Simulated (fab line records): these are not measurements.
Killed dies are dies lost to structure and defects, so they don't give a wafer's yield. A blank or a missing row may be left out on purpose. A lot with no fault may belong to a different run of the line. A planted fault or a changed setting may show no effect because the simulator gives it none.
The tool behind it: which one?	flow n5 finfet	12 lots with 36 wafers sampled at 3 steps, on a route of 1938 steps

## WHAT EACH GAUGE READ, for each wafer
N5_BEOL_M10_INSPECT_58: inspects for defects (darkfield).
lot	measured	on	raw defect count
L075	day 10 09:00	defect inspect-02	67 53 78
L078	day 10 21:40	defect inspect-02	127 74 83
L080	day 11 10:14	defect inspect-01	85 94 92
L081	day 12 07:33	defect inspect-01	61 58 40
L084	day 13 07:52	defect inspect-01	52 74 109
L085	day 13 13:07	defect inspect-02	109 78 69
L089	day 14 00:32	defect inspect-02	52 53 52
L090	day 14 05:46	defect inspect-01	49 73 88
L092	day 14 22:38	defect inspect-02	112 87 113
L094	day 16 04:21	defect inspect-01	25 52 50
L095	day 16 10:30	defect inspect-01	51 94 51
L096	day 17 20:25	defect inspect-02	47 39 47

## TOOL THAT RAN EACH LOT (tool first, then ch and the chambers of the sampled wafers, then the start)
lot	N5_BEOL_M10_ETCH_65	N5_BEOL_M10_SURFACE_TREAT_76
L075	rie diel-06 ch 1,2,3, day 10 06:17	pvd sputter-01, day 10 07:50
L078	rie diel-03 ch 0,1,2, day 10 16:49	pvd sputter-03, day 10 20:18
L080	rie diel-03 ch 0,1,3, day 11 07:15	pvd sputter-02, day 11 08:46
L081	rie diel-01 ch 0,2,3, day 12 00:32	pvd sputter-02, day 12 06:11
L084	rie diel-06 ch 0,3, day 13 04:20	pvd sputter-03, day 13 05:59
L085	rie diel-03 ch 0,2, day 13 10:07	pvd sputter-02, day 13 11:48
L089	rie diel-06 ch 0,1, day 13 21:10	pvd sputter-01, day 13 22:56
L090	rie diel-06 ch 1,2, day 14 01:53	pvd sputter-03, day 14 03:52
L092	rie diel-01 ch 2,3, day 14 19:34	pvd sputter-02, day 14 21:05
L094	rie diel-03 ch 0,2,3, day 15 23:16	pvd sputter-01, day 16 02:59
L095	rie diel-06 ch 0,2,3, day 16 06:41	pvd sputter-03, day 16 08:34
L096	rie diel-01 ch 0,2,3, day 17 16:55	pvd sputter-01, day 17 18:43
- N5_BEOL_M10_ETCH_65: etches SiARC in CF4, target depth 39 nm, time 65 s.
- N5_BEOL_M10_SURFACE_TREAT_76

## THE ANSWER, worked out from the rows above alone
Rule: the lots themselves supply what counts as usual. The widest of any qualifying gaps counts: lots, ordered by their means at a reading, are off when they make up no more than a third of the lots, leave a main group of 4 or more, and stand apart from it by 3 or more times the standard deviation of that group's means. A main group is skipped when, at the precision printed for the reading in the tables above, its means are all equal. A lot without any number at a reading at which 4 lots or more have one is off too. All remaining lots with rows at the step are treated as sound.
No lot is off at any reading shown: from this, nothing can be told.

## WHAT THE SIMULATOR HAD INSERTED
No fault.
